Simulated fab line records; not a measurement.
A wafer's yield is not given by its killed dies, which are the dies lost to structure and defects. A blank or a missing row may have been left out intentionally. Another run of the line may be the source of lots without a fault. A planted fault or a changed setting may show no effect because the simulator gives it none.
One fault through the eyes of 2 desks -- flow n5-finfet -- numbers are kept per desk, each desk with only its own; the story behind them comes last

FOR THE TOOL OWNER'S DESK: rie-diel-01
The tool's own readings at N5_BEOL_M4_ETCH_41 (etches SiCN in CH3F/O2, target depth 29.9 nm, time 52.5 s): means of the sampled wafers that have a number, for each lot that ran on this tool. If a lot's mean is further than 4 standard deviations from the usual mean, the lot is out of limits and carries the mark OUT (the distance appears in the brackets).
Columns: A = O2_flow_sccm at N5_BEOL_M4_ETCH_41, usual 19.99 sccm; B = drypump-motor-current-A at N5_BEOL_M4_ETCH_41, usual 5.7 A; C = oes-product-au at N5_BEOL_M4_ETCH_41, usual 0.78 a.u.; D = rf-vpp-V at N5_BEOL_M4_ETCH_41, usual 297.8 V; E = showerhead-plenum-p-Torr at N5_BEOL_M4_ETCH_41, usual 2.04 Torr; F = throttle-valve-pct at N5_BEOL_M4_ETCH_41, usual 16.37 %
lot,first seen here,A,B,C,D,E,F
L852,day 9 05:10,20.03,5.5,0.80,298.3,2.09,16.34
L857,day 10 14:39,19.96,6.1,0.90,298.1,2.05,16.31
L860,day 11 07:16,19.97,5.8,0.99,298.6,2.08,16.30
Result from this desk: across the 3 lots, nothing is out of limits.

THE METROLOGY DESK
Means of the sampled wafers that have a number, per lot and without regard to the tool the lot ran on: this is what the gauges read. If a lot's mean is further than 4 standard deviations from the usual mean, the lot is out of limits and carries the mark OUT (the distance appears in the brackets). Of its 10 readings 7 are shown: those that lie furthest out on some lot.
Columns: A = DIBL_N at N5_BEOL_M4_RC_MEAS_101, usual 36.7 mV/V; B = DIBL_P at N5_BEOL_M4_RC_MEAS_101, usual 37.4 mV/V; C = IOFF_N at N5_BEOL_M4_RC_MEAS_101, usual 0.18 nA/um; D = IOFF_P at N5_BEOL_M4_RC_MEAS_101, usual 0.23 nA/um; E = ION_N at N5_BEOL_M4_RC_MEAS_101, usual 683 uA/um; F = VT_N at N5_BEOL_M4_RC_MEAS_101, usual 249 mV; G = VT_P at N5_BEOL_M4_RC_MEAS_101, usual -250 mV
lot,first seen here,A,B,C,D,E,F,G
L848,day 8 13:31,34.0,34.5,0.12,0.18,667,254,-253
L852,day 9 10:47,38.0,39.5,0.23,0.27,685,245,-247
L857,day 10 19:23,36.8,36.1,0.16,0.23,682,248,-248
L860,day 11 11:28,37.0,37.0,0.20,0.23,686,250,-249
L868,day 13 12:45,37.6,38.9,0.20,0.22,703,245,-251
L867,day 13 15:55,36.1,36.2,0.14,0.18,673,252,-256
Result from this desk: across the 6 lots, nothing is out of limits.

PUT TOGETHER
Nothing out of limits was seen by the tool owner's desk.
From the metrology desk's view, nothing was out of limits.

WHAT HAD BEEN PUT IN BY THE SIMULATOR
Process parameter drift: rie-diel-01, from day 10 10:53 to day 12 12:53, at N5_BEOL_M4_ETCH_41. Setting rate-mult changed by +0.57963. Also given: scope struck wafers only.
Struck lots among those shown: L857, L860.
